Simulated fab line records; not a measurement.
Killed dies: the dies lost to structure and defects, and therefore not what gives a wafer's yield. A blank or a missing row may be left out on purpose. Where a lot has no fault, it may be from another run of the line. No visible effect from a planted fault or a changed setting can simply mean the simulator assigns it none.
fab line records	flow n5Finfet
record: lots: 10	wafers: 25	lastDay: 18
route steps=1938 shown MOL_CONTACT_COAG@575 BEOL_M4@1111 PASSIVATION@1936
lots with no fault: from the same line, run without faults
startH: start of the lot's first displayed wafer, in hours after the record's first day	waitH: hours elapsed since this lot's preceding step	" identical to the entry in the row above	L1.1+2: a single row standing in for several wafers	- no value present, or no start provided	* or withheld: withheld	< > ~ a bound
route shown NAME@n: a module of which the file shows steps, and the number in the route of the first	usual: average and standard deviation across the fault-free wafers	same: alike in all rows	chamber/n: place in a boat	sites: per-site readings	_std_site: standard deviation across them	_edge_site: outer sites' mean less inner sites'	radiusMm: for every site, how far away it sits from the centre of the wafer	mask NAME#n: copy n	behind: the tool/chamber that last shaped the wafer	hold: why the lot went on hold/how many hours it stayed there/how the hold came to an end	device: transistor that didn't switch, given as n, p or np	end of line: the same wafers' tests at the end of the route	step lacking rows: just its recipe	killed: count of dies lost to structure and defects at first sort (not the wafer's yield)	map: shows each die of a wafer: x if killed, . if not, _ if none is there
set.NAME: the setting the step ran with; set.NAME@STEP: the setting that earlier step ran with	model.NAME: the simulator's own value behind a step, which no gauge read
route steps across a sampled set of lots; one table per step, one row per wafer
services: when a tool's chamber went out of use (startH, in hours from the record's first day, below 0 if earlier), for how many hours, and the reason
== steps ==
step: N5_MOL_CONTACT_COAG_INSPECT_57
recipe: mode: adi	inspectInstrument: brightfield
usual: rawDefectCount: 190/55
lot.wafer	tool	chamber	startH	waitH	rawDefectCount
L818.1	defectInspect-01	-	112.40	0.1	97
L818.2	"	-	"	"	120
L818.5	"	-	"	"	97
L819.3	defectInspect-02	-	119.50	0.0	240
L819.4	"	-	"	"	134
L819.6	"	-	"	"	133
L823.1	defectInspect-01	-	139.87	0.1	140
L823.2	"	-	"	"	186
L823.6	"	-	"	"	174
L825.4	defectInspect-01	-	150.48	0.0	167
L825.5	"	-	"	"	140
L825.6	"	-	"	"	153
L829.2	defectInspect-01	-	180.00	0.0	140
L829.5	"	-	"	"	185
L830.2	defectInspect-01	-	182.35	0.0	152
L830.4	"	-	"	"	270
L833.2	defectInspect-01	-	202.70	0.0	222
L833.5	"	-	"	"	252
L837.2	defectInspect-01	-	224.67	0.0	285
L837.3	"	-	"	"	178
L837.4	"	-	"	"	209
L838.2	defectInspect-02	-	230.95	0.0	129
L838.3	"	-	"	"	161
L839.2	defectInspect-01	-	242.30	0.0	285
L839.6	"	-	"	"	219
step: N5_MOL_CONTACT_COAG_ETCH_90
recipe: chemistry: CF4	target: SiARC	targetDepthA: 130	maskMaterial: CAR-EUV	timeS: 21.7	ionEnergyEv: 80	pressureMtorr: 40	sourceW: 545	biasW: 36	Ar_flow_sccm: 100	cf4FlowSccm: 100	ends: cleared
usual: drypumpMotorCurrentA: 5.7/0.48	etchRfOnTimeS: 21.5/0.95	oesProductAu: 0.68/0.087	rfVppV: 183.9/1.3	showerheadPlenumPTorr: 2.12/0.088	throttleValvePct: 15.60/0.28
lot.wafer	tool	chamber	startH	waitH	drypumpMotorCurrentA	etchRfOnTimeS	oesProductAu	rfHoursCounterH	rfVppV	showerheadPlenumPTorr	throttleValvePct
L818.1	rieDiel-03	3	112.49	0.0	5.4	21.6	0.63	184	186.0	2.14	15.77
L818.2	"	2	"	"	5.2	21.0	0.70	100	184.0	2.07	15.52
L818.5	"	0	"	"	5.5	20.7	0.80	-	187.0	2.28	15.26
L819.3	rieDiel-04	3	119.59	0.0	5.3	20.5	0.63	227	183.3	2.03	15.65
L819.4	"	0	"	"	5.5	21.4	0.60	247	185.5	2.17	15.48
L819.6	"	2	"	"	6.2	22.1	0.61	-	182.9	2.04	15.91
L823.1	rieDiel-05	3	140.07	0.0	6.0	21.0	0.72	84	186.1	2.25	15.41
L823.2	"	1	"	"	6.5	23.0	0.55	241	182.7	2.02	15.94
L823.6	"	3	"	"	5.9	21.1	0.72	-	185.0	2.25	15.40
L825.4	rieDiel-04	3	150.57	0.0	5.3	20.8	0.62	242	183.2	2.02	15.67
L825.5	"	1	"	"	4.9	23.5	0.61	-	183.3	2.06	15.85
L825.6	"	0	"	"	5.5	20.2	0.89	-	184.4	2.17	15.02
L829.2	rieDiel-04	1	180.08	0.0	4.9	23.5	0.59	188	183.0	2.06	15.87
L829.5	"	1	"	"	4.9	23.4	0.60	-	183.6	2.06	15.85
L830.2	rieDiel-03	1	182.44	0.0	6.0	21.1	0.65	133	183.2	2.08	15.96
L830.4	"	0	"	"	5.5	20.3	0.76	45	186.3	2.27	15.31
L833.2	rieDiel-05	3	202.83	0.0	6.0	21.2	0.69	112	184.8	2.24	15.47
L833.5	"	3	"	"	6.0	21.1	0.69	-	184.0	2.24	15.46
L837.2	rieDiel-05	0	224.76	0.0	5.8	21.9	0.77	28	184.8	2.08	15.26
L837.3	"	1	"	"	6.5	22.2	0.80	10	186.1	2.26	15.52
L837.4	"	3	"	"	6.0	20.8	0.69	120	186.3	2.24	15.46
L838.2	rieDiel-03	0	231.04	0.0	5.5	20.4	0.74	61	185.8	2.26	15.34
L838.3	"	2	"	"	5.2	21.2	0.67	141	183.5	2.06	15.61
L839.2	rieDiel-03	0	242.58	0.0	5.5	20.2	0.74	65	183.7	2.26	15.35
L839.6	"	3	"	"	5.3	21.2	0.61	-	184.3	2.12	15.85
step: N5_MOL_CONTACT_COAG_VIA_ETCH_46
recipe: chemistry: C4F6/O2	targetDepthA: 460	overetchA: 92	maskMaterial: SOC	target: SiO2	biasW: 455	pressureMtorr: 10	timeS: 40	sourceW: 325	Ar_flow_sccm: 300	C4F6_flow_sccm: 10	O2_flow_sccm: 10	ionEnergyEv: 575.3	ends: endPoint
usual: C4F6_flow_sccm: 10.00/0.034	drypumpMotorCurrentA: 5.7/0.46	oesProductAu: 0.71/0.081	rfVppV: 1594/38	showerheadPlenumPTorr: 2.81/0.12	throttleValvePct: 40.8/0.49
lot.wafer	tool	chamber	startH	waitH	C4F6_flow_sccm	drypumpMotorCurrentA	oesProductAu	rfHoursCounterH	rfVppV	showerheadPlenumPTorr	throttleValvePct
L818.1	rieDiel-05	3	112.90	0.0	10.00	6.0	0.76	74	1593	3.01	41.2
L818.2	"	0	"	"	9.99	5.8	0.60	250	1607	2.76	41.2
L818.5	"	1	"	"	10.05	6.5	0.62	-	1671	2.66	39.9
L819.3	rieDiel-03	1	120.05	0.0	10.03	6.0	0.70	112	1587	2.77	41.5
L819.4	"	3	"	"	9.96	5.4	0.67	187	1582	2.80	40.0
L819.6	"	0	"	"	10.02	5.5	0.81	-	1594	3.04	41.2
L823.1	rieDiel-04	3	140.49	0.0	9.98	5.3	0.64	237	1589	2.71	41.1
L823.2	"	1	"	"	10.03	4.9	0.66	172	1647	2.73	40.6
L823.6	"	3	"	"	9.97	5.3	0.65	-	1590	2.71	41.1
L825.4	rieDiel-04	1	150.99	0.0	10.02	4.9	0.68	176	1647	2.72	40.6
L825.5	"	3	"	"	10.03	5.3	0.64	-	1589	2.70	41.2
L825.6	"	2	"	"	10.00	6.2	0.65	-	1516	2.70	41.1
L829.2	rieDiel-04	2	180.50	0.0	10.02	6.1	0.62	218	1518	2.69	41.1
L829.5	"	2	"	"	9.98	6.2	0.62	-	1517	2.70	41.1
L830.2	rieDiel-04	1	182.85	0.0	10.02	4.9	0.64	189	1645	2.72	40.6
L830.4	"	2	"	"	10.03	6.2	0.63	-	1518	2.69	41.1
L833.2	rieDiel-04	0	203.24	0.0	10.01	5.5	0.82	22	1566	2.88	40.3
L833.5	"	3	"	"	10.01	5.3	0.87	-	1615	3.04	41.5
L837.2	rieDiel-03	2	225.45	0.0	10.02	5.2	0.69	139	1610	2.75	41.1
L837.3	"	1	"	"	9.92	6.0	0.67	149	1585	2.75	41.5
L837.4	"	0	"	"	10.01	5.5	0.76	60	1594	3.02	41.2
L838.2	rieDiel-03	0	231.78	0.0	9.93	5.5	0.75	61	1591	3.02	41.2
L838.3	"	2	"	"	9.95	5.2	0.68	142	1610	2.75	41.1
L839.2	rieDiel-05	3	243.27	0.0	10.00	5.9	0.69	125	1593	2.98	41.2
L839.6	"	3	"	"	10.03	5.9	0.71	-	1593	2.98	41.2
step: N5_MOL_CONTACT_COAG_ETCH_47
recipe: chemistry: CH3F/O2	target: SiNx	targetDepthA: 270	maskMaterial: SiO2	stopOn: W	overEtchFrac: 0.2	ionEnergyEv: 120	endpoint: OES-CN	pressureMtorr: 30	sourceW: 395	biasW: 73	Ar_flow_sccm: 150	CH3F_flow_sccm: 30	O2_flow_sccm: 20	ends: endPoint
usual: drypumpMotorCurrentA: 5.7/0.47	etchRfOnTimeS: 31.0/1.1	oesProductAu: 0.71/0.093	overEtchFrac: 0.2/0	rfVppV: 299/7.4	showerheadPlenumPTorr: 1.98/0.09	throttleValvePct: 16.35/0.27
lot.wafer	tool	chamber	startH	waitH	drypumpMotorCurrentA	etchRfOnTimeS	oesProductAu	overEtchFrac	rfHoursCounterH	rfVppV	showerheadPlenumPTorr	throttleValvePct
L818.1	rieDiel-05	3	113.01	0.0	5.9	30.1	0.76	0.2	74	299	2.12	16.18
L818.2	"	0	"	"	5.8	32.9	0.59	0.2	250	302	1.94	16.42
L818.5	"	1	"	"	6.5	32.2	0.60	0.2	-	316	1.87	16.56
L819.3	rieDiel-03	1	120.15	0.0	6.0	30.4	0.70	0.2	112	295	1.95	16.69
L819.4	"	3	"	"	5.3	31.1	0.66	0.2	187	296	1.97	16.33
L819.6	"	0	"	"	5.5	29.5	0.84	0.2	-	299	2.15	16.08
L823.1	rieDiel-04	3	140.60	0.0	5.3	30.9	0.64	0.2	237	297	1.90	16.48
L823.2	"	1	"	"	4.9	33.2	0.64	0.2	172	308	1.91	16.52
L823.6	"	3	"	"	5.3	30.9	0.64	0.2	-	299	1.90	16.47
L825.4	rieDiel-04	1	151.09	0.0	4.9	32.7	0.64	0.2	176	308	1.91	16.53
L825.5	"	3	"	"	5.3	30.4	0.64	0.2	-	297	1.90	16.49
L825.6	"	2	"	"	6.2	32.4	0.62	0.2	-	285	1.90	16.68
L829.2	rieDiel-04	2	180.61	0.0	6.2	35.4	0.58	0.31618	218	284	1.90	16.70
L829.5	"	2	"	"	6.2	35.3	0.58	0.31618	-	284	1.90	16.68
L830.2	rieDiel-04	1	182.96	0.0	4.9	36.0	0.60	0.31618	189	309	1.91	16.55
L830.4	"	2	"	"	6.2	32.3	0.61	0.2	-	285	1.90	16.70
L833.2	rieDiel-04	0	203.35	0.0	5.5	32.8	0.80	0.31618	22	295	2.03	15.85
L833.5	"	3	"	"	5.3	32.7	0.84	0.31618	-	302	2.14	16.09
L837.2	rieDiel-03	2	225.56	0.0	5.2	30.8	0.69	0.2	140	302	1.93	16.38
L837.3	"	1	"	"	6.0	31.3	0.67	0.2	149	297	1.94	16.75
L837.4	"	0	"	"	5.5	29.5	0.78	0.2	60	300	2.13	16.14
L838.2	rieDiel-03	0	231.89	0.0	5.5	29.7	0.77	0.2	61	298	2.13	16.15
L838.3	"	2	"	"	5.2	30.4	0.69	0.2	142	300	1.93	16.40
L839.2	rieDiel-05	3	243.38	0.0	5.9	30.5	0.72	0.2	125	299	2.10	16.29
L839.6	"	3	"	"	5.9	30.6	0.71	0.2	-	297	2.10	16.27
step: N5_BEOL_M4_RC_MEAS_101
usual: DIBL_N: 35.0/2.4	DIBL_P: 35.4/2.8	IOFF_N: 0.14/0.045	IOFF_P: 0.20/0.048	ION_N: 667/19	ION_P: 460/11	SS_N: 71.2/0.71	SS_P: 73.1/0.86	VT_N: 252/4.6	VT_P: -251/3.4
lot.wafer	tool	chamber	startH	waitH	DIBL_N[mV/V]	DIBL_P[mV/V]	IOFF_N[nA/um]	IOFF_P[nA/um]	ION_N[uA/um]	ION_P[uA/um]	SS_N[mV/dec]	SS_P[mV/dec]	VT_N[mV]	VT_P[mV]
L818.1	prober-01	0	175.98	0.0	33.2	32.2	0.12	0.18	673	469	70.8	72.8	252	-250
L818.2	"	0	"	"	37.2	35.9	0.19	0.24	680	459	72.0	73.8	247	-247
L818.5	"	0	"	"	36.4	34.9	0.16	0.21	650	453	72.1	73.5	252	-248
L819.3	prober-02	0	182.25	0.3	37.4	38.2	0.21	0.25	689	473	72.0	73.7	246	-248
L819.4	"	0	"	"	37.7	37.8	0.21	0.24	677	462	71.7	74.5	246	-248
L819.6	"	0	"	"	38.5	39.6	0.21	0.27	676	464	71.7	74.2	247	-248
L823.1	prober-02	0	204.79	0.0	35.1	33.5	0.12	0.18	644	447	71.4	72.5	254	-253
L823.2	"	0	"	"	37.5	37.5	0.18	0.23	682	466	71.3	74.2	248	-246
L823.6	"	0	"	"	36.2	37.8	0.16	0.27	666	462	71.3	73.7	251	-248
L825.4	prober-02	0	212.77	0.5	33.0	34.0	0.11	0.16	653	447	71.5	72.6	256	-253
L825.5	"	0	"	"	36.3	37.1	0.16	0.20	671	453	72.5	73.0	251	-250
L825.6	"	0	"	"	32.5	33.9	0.10	0.16	642	447	70.7	72.7	259	-255
L829.2	prober-01	0	238.66	0.2	35.5	33.4	0.12	0.15	666	455	70.8	72.1	256	-257
L829.5	"	0	"	"	34.4	32.6	0.11	0.14	662	457	70.9	72.1	255	-254
L830.2	prober-01	0	256.53	0.2	33.9	33.5	0.12	0.16	666	455	70.9	71.8	254	-254
L830.4	"	0	"	"	34.0	34.1	0.11	0.17	667	456	70.2	72.5	255	-252
L833.2	prober-01	0	276.24	0.2	31.3	32.2	0.10	0.15	637	439	71.1	71.9	255	-255
L833.5	"	0	"	"	31.7	32.6	0.11	0.15	669	461	70.9	72.4	253	-256
L837.2	prober-02	0	283.82	0.2	33.8	35.2	0.10	0.16	665	462	71.1	72.1	259	-256
L837.3	"	0	"	"	37.8	39.5	0.16	0.23	661	454	72.3	73.1	252	-250
L837.4	"	0	"	"	33.6	34.3	0.10	0.16	664	458	72.0	72.7	258	-255
L838.2	prober-02	0	302.41	0.2	33.1	36.2	0.12	0.18	654	457	71.3	72.9	253	-251
L838.3	"	0	"	"	36.3	39.3	0.19	0.23	702	479	72.0	74.1	243	-248
L839.2	prober-01	0	311.42	0.2	34.6	35.6	0.14	0.20	681	471	70.7	73.5	251	-252
L839.6	"	0	"	"	33.8	34.3	0.11	0.17	656	450	70.9	73.0	256	-256
step: N5_PASSIVATION_PROBE_49
usual: defectLimitedYield: 91.7/1.4	killed_at_M0_to_M3: 32/9.7	killed_at_M4_up: 14/5.5	killedAtContacts: 13/6.1	killedAtFrontEnd: 35/10	killedAtOther: 4.2/2.9	killedDies: 98/17	killedOpen: 63/12	killedShort: 32/7.7	sort_bin_5_function: 4.8/0.9	sort_bin_6_memory: 3.1/0.63	sort_bin_8_speed: 1/3.3	sortNPass: 1073/41	sortYieldPct: 91/3.5
same: grossDies: 1180	killedAtBackSide: 0	sort_bin_4_leakage[%]: 0
lot.wafer	tool	chamber	startH	waitH	defectLimitedYield[%]	killed_at_M0_to_M3	killed_at_M4_up	killedAtContacts	killedAtFrontEnd	killedAtOther	killedDies	killedOpen	killedShort	sort_bin_5_function[%]	sort_bin_6_memory[%]	sort_bin_8_speed[%]	sortNPass	sortYieldPct[%]
L818.1	prober-02	-	276.29	0.0	89.7	28	28	11	48	7	122	74	42	6.0	3.7	0	1058	90
L818.2	prober-02	-	276.34	0.1	93.0	13	23	8	34	5	83	53	28	4.3	2.5	0	1097	93
L818.5	prober-02	-	276.49	0.2	91.3	34	23	13	29	4	103	62	39	5.0	3.5	0	1076	91
L819.3	prober-01	-	287.71	0.1	92.5	39	11	11	25	3	89	56	29	3.9	3.2	0	1091	92
L819.4	prober-01	-	287.76	0.2	90.5	45	15	16	25	11	112	80	27	5.4	3.9	0	1068	91
L819.6	prober-01	-	287.86	0.3	91.2	41	9	10	39	5	104	68	35	5.3	3.2	0	1076	91
L823.1	prober-01	-	305.58	0.0	93.6	28	10	5	30	3	76	51	23	4.1	2.0	0	1104	94
L823.2	prober-01	-	305.63	0.1	91.5	58	14	1	27	0	100	47	47	5.3	2.7	0	1080	92
L823.6	prober-01	-	305.83	0.3	93.0	25	7	5	40	6	83	45	36	3.6	3.1	0	1097	93
L825.4	prober-01	-	321.73	0.2	91.7	25	9	10	47	7	98	62	30	5.3	2.9	0	1082	92
L825.5	prober-01	-	321.78	0.2	92.7	32	8	10	33	3	86	58	28	4.3	2.5	0	1094	93
L825.6	prober-01	-	321.83	0.3	91.1	41	7	20	31	6	105	59	45	5.7	2.5	0	1074	91
L829.2	prober-02	-	342.10	0.1	91.1	38	17	5	36	9	105	68	37	4.6	4.2	0	1075	91
L829.5	prober-02	-	342.25	0.2	93.6	27	6	8	29	6	76	50	25	3.1	3.2	0	1104	94
L830.2	prober-02	-	373.67	0.1	91.2	30	20	15	35	4	104	59	34	4.4	3.3	0	1076	91
L830.4	prober-02	-	373.77	0.2	91.7	28	14	16	38	2	98	62	35	4.4	3.5	0	1082	92
L833.2	prober-01	-	383.24	0.1	92.1	25	14	16	32	6	93	56	34	4.2	3.5	1	1078	91
L833.5	prober-01	-	383.39	0.2	89.2	48	17	3	55	5	128	76	47	6.3	4.2	0	1052	89
L837.2	prober-02	-	403.49	0.1	93.6	34	4	11	19	8	76	55	20	3.9	2.3	0	1104	94
L837.3	prober-02	-	403.54	0.1	94.0	8	11	5	31	16	71	42	25	3.6	1.9	0	1109	94
L837.4	prober-02	-	403.59	0.2	92.3	20	14	21	30	6	91	66	24	4.5	3.0	0	1089	92
L838.2	prober-01	-	414.82	0.1	93.1	32	5	15	24	5	81	56	23	4.2	2.4	0	1099	93
L838.3	prober-01	-	414.87	0.1	90.8	33	13	12	47	3	108	60	38	5.1	3.1	0	1072	91
L839.2	prober-02	-	427.49	0.1	92.7	23	9	9	41	4	86	56	28	4.5	2.8	0	1094	93
L839.6	prober-02	-	427.69	0.3	92.1	28	5	10	49	1	93	49	37	4.7	2.5	0	1087	92
killed by level:class
L818.1 BEOL_M4:geometricParticle:open=11 MOL_CONTACT_COAG:geometricParticle:open=10 STI_FIN_REVEAL:geometricParticle:open=8 BEOL_M0_SAQP:geometricParticle:short=8 DUMMY_GATE:geometricParticle:open=7 BEOL_M5:geometricParticle:open=6 MIM_TOP_ETCH:geometricParticle:short=6 FIN_SAQP:geometricParticle:short=5
L818.2 BEOL_M4:geometricParticle:open=14 STI_FIN_REVEAL:geometricParticle:open=8 FIN_SAQP:geometricParticle:short=6 MOL_CONTACT_COAG:geometricParticle:open=5 FIN_SAQP:geometricParticle:open=4 DUMMY_GATE:geometricParticle:open=4 BEOL_M0_SAQP:geometricParticle:short=4 BEOL_M0_SAQP:geometricParticle:open=4
L818.5 BEOL_M4:geometricParticle:open=15 MOL_CONTACT_COAG:geometricParticle:open=13 FIN_SAQP:geometricParticle:short=9 BEOL_M2:geometricParticle:open=9 BEOL_M1:geometricParticle:short=7 BEOL_M1:geometricParticle:open=5 BEOL_M0_SAQP:geometricParticle:short=4 DUMMY_GATE:geometricParticle:open=3
L819.3 BEOL_M0_SAQP:geometricParticle:short=10 BEOL_M0_SAQP:geometricParticle:open=9 MOL_CONTACT_COAG:geometricParticle:open=8 FIN_SAQP:geometricParticle:open=6 BEOL_M3:geometricParticle:open=6 STI_FIN_REVEAL:geometricParticle:open=5 BEOL_M2:geometricParticle:open=4 BEOL_M0:geometricParticle:open=4
L819.4 MOL_CONTACT_COAG:geometricParticle:open=15 BEOL_M0_SAQP:geometricParticle:open=13 BEOL_M2:geometricParticle:open=9 STI_FIN_REVEAL:geometricParticle:open=6 BEOL_M0_SAQP:geometricParticle:short=6 BEOL_M1:geometricParticle:open=6 BEOL_M4:geometricParticle:open=4 STARTING-WAFER:geometricParticle:short=4
L819.6 FIN_SAQP:geometricParticle:open=10 STI_FIN_REVEAL:geometricParticle:open=9 MOL_CONTACT_COAG:geometricParticle:open=8 BEOL_M0_SAQP:geometricParticle:open=8 BEOL_M2:geometricParticle:open=8 BEOL_M0_SAQP:geometricParticle:short=7 BEOL_M1:geometricParticle:open=6 FIN_SAQP:geometricParticle:short=4
L823.1 STI_FIN_REVEAL:geometricParticle:open=12 BEOL_M1:geometricParticle:open=8 BEOL_M0_SAQP:geometricParticle:open=5 FIN_SAQP:geometricParticle:short=4 BEOL_M2:geometricParticle:open=4 BEOL_M3:geometricParticle:open=4 FIN_SAQP:geometricParticle:open=3 MOL_CONTACT_COAG:geometricParticle:open=3
L823.2 BEOL_M0_SAQP:geometricParticle:short=24 BEOL_M0_SAQP:geometricParticle:open=9 BEOL_M3:geometricParticle:open=9 STI_FIN_REVEAL:geometricParticle:open=6 BEOL_M1:geometricParticle:open=5 FIN_SAQP:geometricParticle:short=4 BEOL_M1:geometricParticle:short=4 FIN_CUT:areaEtch=4
L823.6 FIN_SAQP:geometricParticle:open=10 BEOL_M0_SAQP:geometricParticle:short=9 FIN_SAQP:geometricParticle:short=8 BEOL_M0_SAQP:geometricParticle:open=6 DUMMY_GATE:geometricParticle:open=5 MOL_CONTACT_COAG:geometricParticle:open=5 STI_FIN_REVEAL:geometricParticle:open=4 GATE_CUT:geometricParticle:open=3
L825.4 DUMMY_GATE:geometricParticle:open=9 FIN_SAQP:geometricParticle:short=8 MOL_CONTACT_COAG:geometricParticle:open=6 BEOL_M3:geometricParticle:open=6 FIN_SAQP:geometricParticle:open=5 FIN_CUT:areaEtch=5 MOL_CONTACT_COAG:geometricParticle:short=4 BEOL_M0_SAQP:geometricParticle:open=4
L825.5 BEOL_M1:geometricParticle:open=14 MOL_CONTACT_COAG:geometricParticle:open=9 STI_FIN_REVEAL:geometricParticle:open=7 BEOL_M3:geometricParticle:open=7 BEOL_M1:geometricParticle:short=6 FIN_SAQP:geometricParticle:open=4 DUMMY_GATE:geometricParticle:short=4 DUMMY_GATE:geometricParticle:open=4
L825.6 MOL_CONTACT_COAG:geometricParticle:open=15 BEOL_M1:geometricParticle:open=14 BEOL_M1:geometricParticle:short=8 BEOL_M0_SAQP:geometricParticle:short=6 GATE_CUT:geometricParticle:short=5 MOL_CONTACT_COAG:geometricParticle:short=5 SPACER0:geometricParticle:short=4 BEOL_M2:geometricParticle:open=4
L829.2 BEOL_M0_SAQP:geometricParticle:short=11 BEOL_M1:geometricParticle:open=11 BEOL_M4:geometricParticle:open=10 BEOL_M2:geometricParticle:open=7 FIN_SAQP:geometricParticle:short=5 GATE_CUT:geometricParticle:open=5 BEOL_M0_SAQP:geometricParticle:open=5 STI_FIN_REVEAL:geometricParticle:open=4
L829.5 BEOL_M2:geometricParticle:open=11 FIN_SAQP:geometricParticle:short=7 DUMMY_GATE:geometricParticle:open=6 MOL_CONTACT_COAG:geometricParticle:open=5 BEOL_M0_SAQP:geometricParticle:open=5 BEOL_M2:geometricParticle:short=4 SPACER0:geometricParticle:open=3 ILD0:geometricParticle:open=3
L830.2 MOL_CONTACT_COAG:geometricParticle:open=12 BEOL_M3:geometricParticle:short=11 HKMG_FIN:areaEtch=11 BEOL_M4:geometricParticle:open=10 BEOL_M3:geometricParticle:open=10 FIN_SAQP:geometricParticle:short=6 FIN_SAQP:geometricParticle:open=5 STI_FIN_REVEAL:geometricParticle:open=4
L830.4 BEOL_M3:geometricParticle:open=14 STI_FIN_REVEAL:geometricParticle:open=9 MOL_CONTACT_COAG:geometricParticle:open=9 MOL_CONTACT_COAG:geometricParticle:short=7 STI_FIN_REVEAL:geometricParticle:short=6 BEOL_M4:geometricParticle:open=6 FIN_SAQP:geometricParticle:short=5 FIN_SAQP:geometricParticle:open=5
L833.2 MOL_CONTACT_COAG:geometricParticle:open=13 STI_FIN_REVEAL:geometricParticle:open=9 BEOL_M0_SAQP:geometricParticle:short=8 DUMMY_GATE:geometricParticle:open=7 BEOL_M1:geometricParticle:open=5 FIN_SAQP:geometricParticle:short=4 BEOL_M1:geometricParticle:short=4 BEOL_M4:geometricParticle:open=4
L833.5 STI_FIN_REVEAL:geometricParticle:open=18 BEOL_M0_SAQP:geometricParticle:open=12 BEOL_M0_SAQP:geometricParticle:short=11 BEOL_M2:geometricParticle:open=8 DUMMY_GATE:geometricParticle:open=7 GATE_CUT:geometricParticle:short=6 BEOL_M2:geometricParticle:short=5 STI_FIN_REVEAL:geometricParticle:short=4
L837.2 BEOL_M2:geometricParticle:open=12 MOL_CONTACT_COAG:geometricParticle:open=10 BEOL_M0_SAQP:geometricParticle:open=6 PASS1_CAP:geometricParticle:open=6 BEOL_M1:geometricParticle:open=6 FIN_SAQP:geometricParticle:open=5 FIN_SAQP:geometricParticle:short=5 BEOL_M1:geometricParticle:short=3
L837.3 STARTING-WAFER:geometricParticle:short=7 FIN_SAQP:geometricParticle:open=5 BEOL_M4:geometricParticle:open=5 MOL_CONTACT_COAG:geometricParticle:open=4 PASS1_CAP:geometricParticle:short=4 FIN_SAQP:geometricParticle:short=3 STI_FIN_REVEAL:geometricParticle:open=3 MIM_TOP_ETCH:geometricParticle:open=3
L837.4 MOL_CONTACT_COAG:geometricParticle:open=21 BEOL_M1:geometricParticle:open=7 FIN_SAQP:geometricParticle:open=5 BEOL_M4:geometricParticle:open=5 STARTING-WAFER:geometricParticle:short=5 FIN_SAQP:geometricParticle:short=4 STI_FIN_REVEAL:geometricParticle:open=4 GATE_CUT:geometricParticle:short=3
L838.2 MOL_CONTACT_COAG:geometricParticle:open=12 BEOL_M0_SAQP:geometricParticle:open=12 BEOL_M2:geometricParticle:open=6 STI_FIN_REVEAL:geometricParticle:open=5 GATE_CUT:geometricParticle:short=4 BEOL_M0_SAQP:geometricParticle:short=4 FIN_SAQP:geometricParticle:short=3 MOL_CONTACT_COAG:geometricParticle:short=3
L838.3 BEOL_M3:geometricParticle:open=9 FIN_SAQP:geometricParticle:short=8 MOL_CONTACT_COAG:geometricParticle:open=8 HKMG_FIN:areaEtch=8 BEOL_M1:geometricParticle:open=7 FIN_SAQP:geometricParticle:open=6 GATE_CUT:geometricParticle:short=6 BEOL_M0_SAQP:geometricParticle:open=5
L839.2 STI_FIN_REVEAL:geometricParticle:open=10 FIN_SAQP:geometricParticle:short=9 BEOL_M0_SAQP:geometricParticle:short=9 MOL_CONTACT_COAG:geometricParticle:open=7 BEOL_M0_SAQP:geometricParticle:open=7 FIN_SAQP:geometricParticle:open=6 DUMMY_GATE:geometricParticle:open=5 BEOL_M2:geometricParticle:open=4
L839.6 FIN_SAQP:geometricParticle:open=13 FIN_SAQP:geometricParticle:short=12 MOL_CONTACT_COAG:geometricParticle:open=7 BEOL_M0_SAQP:geometricParticle:short=7 BEOL_M0_SAQP:geometricParticle:open=6 BEOL_M2:geometricParticle:open=6 BEOL_M1:geometricParticle:open=4 STARTING-WAFER:geometricParticle:short=4
== services ==
tool	chamber	startH	hours	kind
rieDiel-03	1	106.97	6.5	repair
rieDiel-04	1	122.19	9.0	repair
rieDiel-05	0	125.61	4.7	repair
rieDiel-05	0	130.41	-	clean
rieDiel-05	0	130.41	-	consumableReplace:focusRing
rieDiel-05	0	130.41	26.4	scheduledDown
rieDiel-05	0	130.41	26.4	ventCycle
rieDiel-04	0	131.49	-	clean
rieDiel-04	0	131.49	-	consumableReplace:focusRing
rieDiel-04	0	131.49	13.1	scheduledDown
rieDiel-04	0	131.49	13.1	ventCycle
rieDiel-05	1	160.41	-	clean
rieDiel-05	1	160.41	-	consumableReplace:focusRing
rieDiel-05	1	160.41	-	consumableReplace:showerhead
rieDiel-05	1	160.41	34.7	scheduledDown
rieDiel-05	1	160.41	34.7	ventCycle
rieDiel-04	3	174.86	-	clean
rieDiel-04	3	174.86	-	consumableReplace:focusRing
rieDiel-04	3	174.86	-	consumableReplace:showerhead
rieDiel-04	3	174.86	20.3	scheduledDown
rieDiel-04	3	174.86	20.3	ventCycle
rieDiel-04	2	201.91	1.7	repair
rieDiel-05	3	236.18	4.1	repair
== key ==
firstSign: step: N5_MOL_CONTACT_COAG_ETCH_47	reading: overEtchFrac	direction: up	sigmas: 99+	usual: 0.2	struck: 0.31618
effect: step: N5_MOL_CONTACT_COAG_ETCH_47	reading: etchRfOnTimeS	direction: up	sigmas: 3.2	usual: *	struck: *
metAt N5_MOL_CONTACT_COAG_ETCH_47
struckLots L829,L830,L833
struckWafers L829.2,L829.5,L830.2,L833.2,L833.5
baselineLoss: step: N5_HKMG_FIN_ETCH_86	wafers: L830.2
notActingAt N5_MOL_CONTACT_COAG_INSPECT_57,N5_MOL_CONTACT_COAG_ETCH_90,N5_MOL_CONTACT_COAG_VIA_ETCH_46
onsetBetween 151.09 180.61
fault: kind: processParameterDrift	tool: rieDiel-04	chamber: -	onsetH: 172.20	steps: N5_MOL_CONTACT_COAG_ETCH_47	channel: overEtchFrac	offset: 0.11618	shape: step	endH: 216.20	scope: struckWafersOnly	actsIn: theseRecipesOnly	stated: 0.2
baselineLoss: these wafers lose ten dies or more at that step, a loss of the line's own and not of a fault; the sort's usual values leave them out
